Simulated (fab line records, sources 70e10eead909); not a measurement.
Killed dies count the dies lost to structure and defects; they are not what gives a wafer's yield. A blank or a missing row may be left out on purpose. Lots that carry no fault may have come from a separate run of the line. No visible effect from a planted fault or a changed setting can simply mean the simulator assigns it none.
Matching of chambers	flow nandHarc	NHARC_A_BLC_STRIP_21 on rieDiel-06 has 4 sister chambers
The step strips in O2. 18 wafers are shown with their chamber, then 9 later ones without.

## WAFERS WITH THEIR CHAMBER
wafer	chamber	showerheadPlenumPTorr (Torr)	drypumpMotorCurrentA (A)	rfVppV (V)
L076.1	0	3.65	6.6	59.4
L076.2	3	3.63	6.4	58.2
L076.5	3	3.63	6.4	58.3
L074.1	3	3.63	6.4	58.6
L074.2	1	3.36	6.3	57.4
L074.6	3	3.63	6.4	57.3
L084.2	0	3.65	6.6	59.5
L084.4	2	3.68	5.5	58.0
L084.6	2	3.68	5.5	56.3
L088.4	3	3.63	6.4	57.6
L088.5	3	3.63	6.4	56.6
L088.6	0	3.65	6.6	59.7
L086.1	3	3.63	6.4	58.0
L086.4	1	3.36	6.3	58.7
L086.5	0	3.65	6.5	58.9
L090.1	1	3.36	6.4	58.0
L090.2	2	3.67	5.5	57.8
L090.4	0	3.65	6.6	58.2

SIGNATURES, as means of the wafers listed above
reading	chamber 0	chamber 1	chamber 2	chamber 3	scatter within a chamber
showerheadPlenumPTorr	3.6500	3.3600	3.6767	3.6300	0.00218
drypumpMotorCurrentA	6.580	6.333	5.500	6.400	0.0324
rfVppV	59.140	58.033	57.367	57.800	0.699
Rule: distance of a wafer from a chamber = root of the sum over the readings of ((wafer's reading minus chamber's mean) / reading's scatter) squared. The wafer belongs to the nearest chamber; if the next one is less than 2 further off, it can't be placed. The scatter: the root of (the sum of the squares of (reading less its chamber's mean) over the shown wafers, divided by (wafers less chambers)).

## WAFERS WITH NO CHAMBER GIVEN
wafer	showerheadPlenumPTorr (Torr)	drypumpMotorCurrentA (A)	rfVppV (V)
L089.1	3.67	5.5	57.3
L089.2	3.63	6.4	57.3
L089.5	3.63	6.4	57.1
L093.3	3.65	6.6	59.1
L093.5	3.36	6.4	58.7
L093.6	3.65	6.6	58.6
L096.1	3.36	6.3	58.2
L096.2	3.67	5.5	59.2
L096.4	3.65	6.5	58.6

## EACH ONE'S CHAMBER
wafer	from the rows above	in truth
L089.1	2	2
L089.2	3	3
L089.5	3	3
L093.3	0	0
L093.5	1	1
L093.6	0	0
L096.1	1	1
L096.2	2	2
L096.4	0	0
Correctly placed: 9 of 9. Number that these rows cannot place: 0. Placed wrongly: 0.
